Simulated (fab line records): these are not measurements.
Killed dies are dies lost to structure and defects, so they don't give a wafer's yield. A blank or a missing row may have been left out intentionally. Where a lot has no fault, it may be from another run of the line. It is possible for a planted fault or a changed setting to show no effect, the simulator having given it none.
Split-lot trial :: flow n5 finfet :: 7 lots, 21 wafers read, on a route of 1938 steps

## ON THE SPLIT
At N5_BEOL_M9_TRENCH_ETCH_37 (etches SiCOH lowk in C4F6/O2, target depth 151.43 nm, time 49 s), the setting bias w was moved away from the recipe's 185 W on 10 of the 21 wafers read, by -15.5% to +15.6%. This setting was run at the recipe's value on the other wafers.

## FROM THE SPLIT TO THE READING: what the file shows between them, 11 steps
- N5_BEOL_M9_ETCH_41: etches SiCN in CH3F/O2, target depth 36.6 nm, time 70.1 s
- N5_BEOL_M9_STRIP_80: strips in N2/H2, time 10 s
- N5_BEOL_M9_OCD_MEAS_38
- N5_BEOL_M9_HM_STRIP_39: strips TiN in peroxide tin strip, target depth 25 nm, time 158 s
- N5_BEOL_M9_SRD_40: time 30 s
- N5_BEOL_M9_ECD_50: material Cu, target thk 318 nm
- N5_BEOL_M9_ANNEAL_51: time 90 s
- N5_BEOL_M9_CMP_52: polishes, stops on SiCOH lowk, t overpolish 7 s, target thk 140 nm
- N5_BEOL_M9_THK_MEAS_53: measures by xrf
- N5_BEOL_M9_PRE_CLEAN_55: time 15 s
- N5_BEOL_M9_DEP_56: deposits SiCN from 3MS/NH3, target thk 15 nm, time 26.5 s

## THE READING
M9_RS in ohm/sq, measured at N5_BEOL_M9_RS_MEAS_57 by four-point-probe. Typical for fault-free wafers on this fab line: 0.152 ohm/sq, with standard deviation 0.0033 ohm/sq.

wafer: L075.2
tool, chamber at the split: rie diel-05, 3
bias w as run, W: 211.9
against the recipe: +14.5%
M9_RS, ohm/sq: 0.142
against lot-mates on the recipe: -0.012

wafer: L075.3
tool, chamber at the split: rie diel-05, 1
bias w as run, W: 185
against the recipe: recipe
M9_RS, ohm/sq: 0.154
against lot-mates on the recipe: -

wafer: L075.6
tool, chamber at the split: rie diel-05, 2
bias w as run, W: 211.9
against the recipe: +14.5%
M9_RS, ohm/sq: 0.145
against lot-mates on the recipe: -0.009

wafer: L077.1
tool, chamber at the split: rie diel-05, 0
bias w as run, W: 185
against the recipe: recipe
M9_RS, ohm/sq: 0.157
against lot-mates on the recipe: -

wafer: L077.2
tool, chamber at the split: rie diel-05, 2
bias w as run, W: 185
against the recipe: recipe
M9_RS, ohm/sq: 0.155
against lot-mates on the recipe: -

wafer: L077.5
tool, chamber at the split: rie diel-05, 1
bias w as run, W: 185
against the recipe: recipe
M9_RS, ohm/sq: 0.155
against lot-mates on the recipe: -

wafer: L078.4
tool, chamber at the split: rie diel-05, 2
bias w as run, W: 159.8
against the recipe: -13.6%
M9_RS, ohm/sq: 0.160
against lot-mates on the recipe: +0.007

wafer: L078.5
tool, chamber at the split: rie diel-05, 2
bias w as run, W: 159.8
against the recipe: -13.6%
M9_RS, ohm/sq: 0.162
against lot-mates on the recipe: +0.009

wafer: L078.6
tool, chamber at the split: rie diel-05, 1
bias w as run, W: 185
against the recipe: recipe
M9_RS, ohm/sq: 0.153
against lot-mates on the recipe: -

wafer: L081.1
tool, chamber at the split: rie diel-04, 2
bias w as run, W: 207.6
against the recipe: +12.2%
M9_RS, ohm/sq: 0.140
against lot-mates on the recipe: -0.011

wafer: L081.3
tool, chamber at the split: rie diel-04, 3
bias w as run, W: 185
against the recipe: recipe
M9_RS, ohm/sq: 0.151
against lot-mates on the recipe: -

wafer: L081.5
tool, chamber at the split: rie diel-04, 0
bias w as run, W: 207.6
against the recipe: +12.2%
M9_RS, ohm/sq: 0.143
against lot-mates on the recipe: -0.008

wafer: L082.1
tool, chamber at the split: rie diel-06, 0
bias w as run, W: 185
against the recipe: recipe
M9_RS, ohm/sq: 0.151
against lot-mates on the recipe: -

wafer: L082.2
tool, chamber at the split: rie diel-06, 3
bias w as run, W: 213.9
against the recipe: +15.6%
M9_RS, ohm/sq: 0.146
against lot-mates on the recipe: -0.005

wafer: L082.5
tool, chamber at the split: rie diel-06, 0
bias w as run, W: 213.9
against the recipe: +15.6%
M9_RS, ohm/sq: 0.142
against lot-mates on the recipe: -0.009

wafer: L090.2
tool, chamber at the split: rie diel-06, 1
bias w as run, W: 156.3
against the recipe: -15.5%
M9_RS, ohm/sq: 0.156
against lot-mates on the recipe: +0.006

wafer: L090.4
tool, chamber at the split: rie diel-06, 2
bias w as run, W: 185
against the recipe: recipe
M9_RS, ohm/sq: 0.150
against lot-mates on the recipe: -

wafer: L090.6
tool, chamber at the split: rie diel-06, 3
bias w as run, W: 156.3
against the recipe: -15.5%
M9_RS, ohm/sq: 0.166
against lot-mates on the recipe: +0.016

wafer: L093.4
tool, chamber at the split: rie diel-06, 3
bias w as run, W: 185
against the recipe: recipe
M9_RS, ohm/sq: 0.152
against lot-mates on the recipe: -

wafer: L093.5
tool, chamber at the split: rie diel-06, 2
bias w as run, W: 185
against the recipe: recipe
M9_RS, ohm/sq: 0.151
against lot-mates on the recipe: -

wafer: L093.6
tool, chamber at the split: rie diel-06, 1
bias w as run, W: 185
against the recipe: recipe
M9_RS, ohm/sq: 0.146
against lot-mates on the recipe: -

FIT RESULTS
A straight line over all 21 wafers: M9_RS changes by -0.000621 ohm/sq for each +1% of bias w; r = -0.90; the points scatter about the line by 0.0031 ohm/sq.
The same after taking each lot's own level away (the mean of its wafers on the recipe; 21 wafers): -0.000639 ohm/sq for each +1%; r = -0.93; scatter 0.0025 ohm/sq.
Per that fit: largest bias w move, reading shift of 0.01 ohm/sq.
The span of the lots' own levels, 0.1497 to 0.1557 ohm/sq, comes to 1.8 times the standard deviation stated above.
The two slopes are in agreement: the lot-to-lot level therefore moves the slope only a little.
Check: for one of the wafers moved furthest among these (+15.6%), held out of the fit, the line's prediction against its lot-mates is -0.0108 ohm/sq. Against them it came out at -0.005 ohm/sq.
Tool readings at the split's step, against how far the setting was moved: rf vpp V r = +0.99.

## THE WHOLE CHAIN: every reading that the file lists as answering this split, in the file's order
step: N5_BEOL_M9_TRENCH_ETCH_37
what it does: etches SiCOH lowk in C4F6/O2, target depth 151.43 nm, time 49 s
reading: rf vpp V
change (the file's fit): +5.4 V for each +1% of the setting
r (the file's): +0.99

step: N5_BEOL_M9_TRENCH_ETCH_37
what it does: etches SiCOH lowk in C4F6/O2, target depth 151.43 nm, time 49 s
reading: BEOL_M9.feature depth nm (the simulator's own value, which no gauge read)
change (the file's fit): +0.505 nm for each +1% of the setting
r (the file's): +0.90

step: N5_BEOL_M9_TRENCH_ETCH_37
what it does: etches SiCOH lowk in C4F6/O2, target depth 151.43 nm, time 49 s
reading: etch.depth nm (the simulator's own value, which no gauge read)
change (the file's fit): +0.508 nm for each +1% of the setting
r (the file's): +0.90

step: N5_BEOL_M9_TRENCH_ETCH_37
what it does: etches SiCOH lowk in C4F6/O2, target depth 151.43 nm, time 49 s
reading: TiN_of_BEOL_M9_HM_DEP_02.thk nm (the simulator's own value, which no gauge read)
change (the file's fit): -0.0324 nm for each +1% of the setting
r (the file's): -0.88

step: N5_BEOL_M9_OCD_MEAS_38
what it does: 
reading: trench depth nm
change (the file's fit): +0.518 nm for each +1% of the setting
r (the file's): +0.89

step: N5_BEOL_M9_CMP_52
what it does: polishes, stops on SiCOH lowk, t overpolish 7 s, target thk 140 nm
reading: Cu_of_BEOL_M9_ECD_50.thk nm (the simulator's own value, which no gauge read)
change (the file's fit): +0.548 nm for each +1% of the setting
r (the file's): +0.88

step: N5_BEOL_M9_THK_MEAS_53
what it does: measures by xrf
reading: M9_THK
change (the file's fit): +0.552 for each +1% of the setting
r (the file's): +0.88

step: N5_BEOL_M9_RS_MEAS_57
what it does: measures by four-point-probe
reading: M9_RS
change (the file's fit): -0.000645 for each +1% of the setting
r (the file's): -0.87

## THE FILE'S OWN FIT
M9_RS changes by -0.000645 ohm/sq for each +1% of bias w, r = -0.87.
